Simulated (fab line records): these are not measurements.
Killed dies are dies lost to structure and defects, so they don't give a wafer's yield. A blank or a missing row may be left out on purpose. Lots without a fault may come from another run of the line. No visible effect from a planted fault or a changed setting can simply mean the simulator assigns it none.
Problem report, 8D (eight disciplines) form, completed by code	flow n5-finfet	the parts of the form that need people (team, actions taken, sign-off) are left out

1. PROBLEM STATEMENT
At N5_BEOL_M2_PECVD_72, susceptor-temp-C averages 414.24 C over 6 wafers from 2 lots, while fault-free wafers read 400.04 C, standard deviation 0.23. Measured from the usual mean, that is +62 standard deviations.
The step: deposits SiO2 from TEOS/O2, target thk 16 nm, time 18 s.
First observed at day 10 20:58: wafer L878.1, on pecvd-04. The record holds 30 wafers of 10 lots with a number at this step. Rule for "out" (also "out of limits"): further than 4 standard deviations from the usual mean. The other wafers with a number count as sound.

2. WHAT IT IS, WHAT IT ISN'T
question	is	is not
which readings at this step	susceptor-temp-C	showerhead-plenum-p-Torr, throttle-valve-pct
which lots	L878, L880	L862, L863, L864, L865, L866, L869, L877, L885
which wafers of those lots	all that have a number	-
read on which tools	pecvd-04	pecvd-01, pecvd-02
when	from day 10 20:58	up to then (21 sound wafers); but 3 sound wafers of L885 came after

3. WHAT RULES OUT EACH SUSPECT
Counting: a tool at a process step up to the reading stays a suspect if it ran every lot that is out and no sound lot after the first of them.
- pvd-sputter-02 at N5_BEOL_M1_ANNEAL_91 (time 240 s): ruled out as a lasting fault. After its first lot that is out, L878 (day 10 19:10), sound lots L885 ran on it.
- pvd-sputter-02 at N5_BEOL_M1_SPUTTER_96 (material Cu, target thk 4.5 nm, time 8.29 s): ruled out as a lasting fault. After its first lot that is out, L878 (day 10 19:44), sound lots L885 ran on it.
- pecvd-04 at N5_BEOL_M2_PECVD_72 (deposits SiO2 from TEOS/O2, target thk 16 nm, time 18 s): kept. It ran every lot that is out, first L878 (day 10 20:58), and no sound lot after that; its last sound lot up to then is L877 (day 10 09:47). Its own readings are out on those wafers: susceptor-temp-C.
The count leaves pecvd-04 at N5_BEOL_M2_PECVD_72.

4. THE CAUSE (what the simulator had put in)
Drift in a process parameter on pecvd-04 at N5_BEOL_M2_PECVD_72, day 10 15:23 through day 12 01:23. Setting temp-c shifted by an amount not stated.
After counting, this tool was the only one left.

5. SEQUENCE OF EFFECTS, ordered by route
Each row: a reading where the mean over the struck wafers with a number is more than 3 standard deviations away from the usual. Only readings whose record carries a usual standard deviation are examined. hours: median over the lots of the time between each lot's start at the first step of this table that gives one and its start at this step. sigmas: the change, counted in usual standard deviations.
hours	step	reading	usual	on struck wafers	change	sigmas
0	N5_BEOL_M2_PECVD_72	susceptor-temp-C	400.04 C	414.24	+14.20	+62
The process steps in it:
- N5_BEOL_M2_PECVD_72: deposits SiO2 from TEOS/O2, target thk 16 nm, time 18 s.
Later measuring or inspecting steps at which every struck wafer that the step has a row for has a number for every such reading, and none has moved that far: N5_BEOL_M4_RC_MEAS_101.

6. HOW IT WOULD HAVE BEEN CAUGHT EARLIER
In this record the first reading out of limits was taken at day 10 20:58, 6 hours after the fault began at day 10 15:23.
